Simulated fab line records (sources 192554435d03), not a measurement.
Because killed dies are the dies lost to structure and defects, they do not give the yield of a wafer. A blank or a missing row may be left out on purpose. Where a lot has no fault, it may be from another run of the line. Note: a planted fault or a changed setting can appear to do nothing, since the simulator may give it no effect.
Comparing a struck lot with a sound one | flow n5_finfet | 15 steps out of a route of 1938
Sound: these wafers, L146.3, L146.4, L146.5. Struck: wafer L150.4; the same lot's L150.5 was not struck, so it is left out; see the end for the cause.
Per side, at each step with rows, come the tool, then ch with its chambers, and then its first start. Under that, the readings that differ: sound wafers | struck wafers | difference of the means | sigmas: that difference in standard deviations of wafers without a fault.
alike: readings whose means differ by less than 2 such deviations, and words and numbers that are the same on both sides. not compared: withheld readings, readings that some wafer has no value for, bounds like >300 that may hide the same value, and numbers for which the record gives no deviation and whose values overlap.
A row with sigmas, a row that says differs or no value, or rows on one side alone: a step with any of these is where the two part. Numbers that don't overlap but have no deviation are shown without sigmas and don't part them. A reading that every wafer of one side lacks parts them only if that side has two wafers or more.

first, 2 steps without rows for these wafers: N5_BEOL_M1_PEB_09 (peb time 60 s); N5_BEOL_M1_DEVELOP_10 (develop time 30 s).
N5_BEOL_M1_CD_MEAS_11: the cd target is 17.05 nm.
  sound on cd_sem-03 ch 0, day 8 19:55; struck on cd_sem-03 ch 0, day 10 00:55
  alike: cd_nm
N5_BEOL_M1_OVL_MEAS_12:
  sound on overlay-01 ch 0, day 8 19:58; struck on overlay-02 ch 0, day 10 00:58
  alike: M1_OVL
N5_BEOL_M1_INSPECT_13: inspects for defects (brightfield).
  sound on defect_inspect-02 at day 8 20:01; struck on defect_inspect-02 at day 10 01:01
  reading          | sound       | struck | difference | sigmas
  raw_defect_count | 492 501 469 | 308    | -179       | -2
then, 1 step without rows for these wafers: N5_BEOL_M1_DESCUM_16 (chemistry O2, time 7 s).
N5_BEOL_M1_ETCH_74: etches underlayer in N2/H2, target depth 6.5 nm, time 5.2 s.
  sound on rie_diel-03 ch 0,1,3, day 8 20:05; struck on rie_diel-06 ch 2, day 10 01:05
  alike: drypump_motor_current_A, etch_rf_on_time_s, h2_flow_sccm, oes_product_au, rf_vpp_V, showerhead_plenum_p_Torr, throttle_valve_pct
  not compared: rf_hours_counter_h
N5_BEOL_M1_ETCH_63: etches SiARC in CF4, target depth 15.6 nm, time 26 s.
  sound on rie_diel-03 ch 0,1,3, day 8 20:05; struck on rie_diel-06 ch 2, day 10 01:06
  alike: drypump_motor_current_A, etch_rf_on_time_s, oes_product_au, rf_vpp_V, showerhead_plenum_p_Torr, throttle_valve_pct
  not compared: rf_hours_counter_h
N5_BEOL_M1_ETCH_64: etches SOC in N2/H2, target depth 75 nm, overetch 15 nm, time 112.5 s.
  sound on rie_diel-03 ch 0,1,3, day 8 20:07; struck on rie_diel-06 ch 2, day 10 01:08
  alike: drypump_motor_current_A, h2_flow_sccm, oes_product_au, rf_vpp_V, showerhead_plenum_p_Torr, temp_c, throttle_valve_pct
  not compared: rf_hours_counter_h
then, 2 steps without rows for these wafers: N5_BEOL_M1_STRIP_65 (strips in N2/H2); N5_BEOL_M1_STRIP_75 (strips in N2/H2).
N5_BEOL_M1_STRIP_66: strips in CF4.
  sound on rie_diel-03 ch 0,1,3, day 8 20:15; struck on rie_diel-06 ch 2, day 10 01:16
  alike: drypump_motor_current_A, oes_product_au, rf_vpp_V, showerhead_plenum_p_Torr, throttle_valve_pct
  not compared: rf_hours_counter_h
N5_BEOL_M1_HM_OPEN_17: chemistry Cl2/BCl3, target TiN, target depth 20 nm, overetch 6 nm.
  sound on rie_metal-02 ch 0,1, day 8 20:20; struck on rie_metal-02 ch 0, day 10 01:24
  reading                                  | sound         | struck | difference | sigmas
  model.SOC_of_BEOL_M1_COAT_61.thk_nm (nm) | 52 52.2 52    | 48.8   | -3.3       |
  model.BEOL_M1.cd_offset_nm (nm)          | 0.2 -0.2 -0.4 | 0.4    | +0.5       |
  alike: drypump_motor_current_A, oes_product_au, throttle_valve_pct
  not compared: rf_hours_counter_h
N5_BEOL_M1_STRIP_19: strips in O2.
  sound on rie_diel-06 ch 0,1,2, day 8 20:26; struck on rie_diel-03 ch 2, day 10 01:31
  alike: drypump_motor_current_A, oes_product_au, rf_vpp_V, showerhead_plenum_p_Torr, temp_c, throttle_valve_pct
  not compared: rf_hours_counter_h
-- record jumps: 7 days separate the struck wafers' starts on either side; left off in module BEOL_M1, taken up again in module BEOL_M4, whose first shown step is the route's number 1111 --
N5_BEOL_M4_RC_MEAS_101:
  sound on prober-01 ch 0, day 14 12:25; struck on prober-01 ch 0, day 17 07:47
  alike: DIBL_N, DIBL_P, IOFF_N, IOFF_P, ION_N, ION_P, SS_N, SS_P, VT_N, VT_P

== WHERE THEY PART ==
At N5_BEOL_M1_INSPECT_13 and nowhere else, as far as this record goes. Later steps at which nothing parts them and some readings are alike: N5_BEOL_M1_ETCH_74, N5_BEOL_M1_ETCH_63, N5_BEOL_M1_ETCH_64, N5_BEOL_M1_STRIP_66, N5_BEOL_M1_HM_OPEN_17, N5_BEOL_M1_STRIP_19, N5_BEOL_M4_RC_MEAS_101.

WHY: what had been put in by the simulator
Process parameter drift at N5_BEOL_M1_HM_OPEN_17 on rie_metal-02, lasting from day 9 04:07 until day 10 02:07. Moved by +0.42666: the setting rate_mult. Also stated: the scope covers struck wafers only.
